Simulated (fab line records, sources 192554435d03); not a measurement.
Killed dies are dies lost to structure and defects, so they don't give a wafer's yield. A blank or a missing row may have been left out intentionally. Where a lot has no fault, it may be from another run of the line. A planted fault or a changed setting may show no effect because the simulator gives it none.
Problem report in the 8D (eight disciplines) form, filled by code :: flow n5_finfet :: the parts of the form that need people (team, actions taken, sign-off) are left out

## 1. PROBLEM STATEMENT
Wafers without a fault read 102.0 W, standard deviation 0.31; bias_w at N5_FIN_SAQP_FIN_ETCH_36 reads a mean of 96.5 W on 9 wafers belonging to 3 lots. Relative to the usual mean, that is a shift of -18 standard deviations.
The step: etches the open film in HBr/Cl2/O2, target depth 120 nm, time 50.4 s.
Earliest sighting: wafer L406.2 on rie_si-02 at day 3 08:24. The record holds 26 wafers of 9 lots with a number at this step. The rule behind "out" and "out of limits": a value lying over 4 standard deviations away from the usual mean. Any other wafer with a number is counted as sound.

## 2. WHAT IT IS AND WHAT IT IS NOT
question: which readings at this step
is: bias_w
is not: drypump_motor_current_A, throttle_valve_pct

question: which lots
is: L406, L407, L411
is not: L401, L403, L405, L418, L422, L424

question: which wafers of those lots
is: all that have a number
is not: -

question: read on which tools
is: rie_si-02
is not: rie_si-05

question: when
is: from day 3 08:24
is not: up to then (8 sound wafers); but 9 sound wafers of L418, L422, L424 came after

## 3. SUSPECTS, AND WHAT RULES EACH OUT
Counting: a tool stays on the suspect list if, at a process step up to the reading, it processed all lots that are out and no sound lot following the first of them.
- rie_diel-03 at N5_FIN_SAQP_ETCH_67 (etches SiNx in CH3F/O2, target depth 30 nm): ruled out as a lasting fault. The sound lots L424 went through it after L406, its earliest lot that is out (day 3 06:47).
- rie_si-02 at N5_FIN_SAQP_FIN_ETCH_36 (etches the open film in HBr/Cl2/O2, target depth 120 nm, time 50.4 s): ruled out as a lasting fault. The sound lots L422 went through it after L406, its earliest lot that is out (day 3 08:24).
Left after counting: nothing in the record.

## 4. THE CAUSE (what the simulator had put in)
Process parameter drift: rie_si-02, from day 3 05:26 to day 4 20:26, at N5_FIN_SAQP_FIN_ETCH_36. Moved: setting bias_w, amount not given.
Counting ruled it out, wrongly.

## 5. THE CHAIN OF EFFECTS, in route order
Rows list readings where the struck wafers' mean (over those with a number) sits beyond 3 standard deviations from the usual. Only readings for which the record gives a usual standard deviation are gone through. hours: the time from each lot's start at the first step in this table that gives one to its start at this step, as a median over the lots. sigmas: the change in usual standard deviations.
hours: 0
step: N5_FIN_SAQP_FIN_ETCH_36
reading: bias_w
usual: 102.0 W
on struck wafers: 96.5
change: -5.5
sigmas: -18
It contains these process steps:
- N5_FIN_SAQP_FIN_ETCH_36: etches the open film in HBr/Cl2/O2, target depth 120 nm, time 50.4 s.
Later steps that measure or inspect, where all struck wafers having a row at the step show a number for every such reading and not one has moved that far: N5_BEOL_M4_RC_MEAS_101.

## 6. HOW IT WOULD HAVE BEEN CAUGHT EARLIER
The fault began at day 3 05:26; the first out-of-limits reading in this record came at day 3 08:24, 3 hours later.
